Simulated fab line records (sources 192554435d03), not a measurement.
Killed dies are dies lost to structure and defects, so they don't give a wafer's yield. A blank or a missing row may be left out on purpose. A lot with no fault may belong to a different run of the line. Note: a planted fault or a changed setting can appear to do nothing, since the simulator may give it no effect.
Chamber matching ; flow n5Finfet ; N5_PASSIVATION_DESCUM_32 on rieDiel-05 has 4 sister chambers
The step chemistry O2, time 7.9 s. 14 wafers are shown with their chamber, then 7 later ones without.

WAFERS PAIRED WITH THEIR CHAMBERS
wafer;chamber;drypumpMotorCurrentA (A);showerheadPlenumPTorr (Torr);throttleValvePct (%)
L876.2;2;5.9;2.16;20.36
L876.3;3;6.1;2.17;20.62
L876.6;1;6.0;2.16;20.61
L877.1;1;6.1;2.16;20.65
L877.2;3;6.1;2.17;20.63
L877.4;1;6.0;2.16;20.64
L884.4;0;5.6;2.16;20.57
L884.5;1;6.1;2.15;20.42
L884.6;2;5.9;2.16;19.90
L891.1;2;5.9;2.16;19.88
L891.3;0;5.6;2.16;20.58
L891.6;0;5.6;2.16;20.57
L889.1;1;6.1;2.15;20.43
L889.2;2;5.9;2.16;19.90

SIGNATURES (means of the wafers above)
reading;chamber 0;chamber 1;chamber 2;chamber 3;scatter within a chamber
drypumpMotorCurrentA;5.600;6.060;5.900;6.100;0.0346
showerheadPlenumPTorr;2.1600;2.1560;2.1600;2.1700;0.00346
throttleValvePct;20.5733;20.5500;20.0100;20.6250;0.147
Rule: a wafer lies at a distance from a chamber equal to the root of the sum of squares, over the readings, of (its reading less the chamber's mean, divided by the reading's scatter). If the next closest chamber is less than 2 further off than the closest, the wafer can't be placed; otherwise it belongs to the closest. The scatter: take each reading less its chamber's mean, square it, sum over the shown wafers, divide by the number of wafers less the number of chambers, and take the root.

WAFERS MISSING THEIR CHAMBER
wafer;drypumpMotorCurrentA (A);showerheadPlenumPTorr (Torr);throttleValvePct (%)
L889.4;6.1;2.16;20.18
L897.1;6.1;2.14;20.43
L897.2;5.9;2.15;19.92
L897.4;6.0;2.14;20.46
L896.1;5.9;2.15;19.93
L896.3;6.1;2.15;20.21
L896.6;6.1;2.14;20.47

CHAMBER TAKEN BY EACH
wafer;from the rows above;in truth
L889.4;can't be placed: 1 or 3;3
L897.1;1;1
L897.2;2;2
L897.4;1;1
L896.1;2;2
L896.3;1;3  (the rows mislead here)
L896.6;1;1
5 of 7 placed correctly. From these rows, 1 cannot be placed; in 1 the true chamber is one of the candidates. 1 placed wrongly.
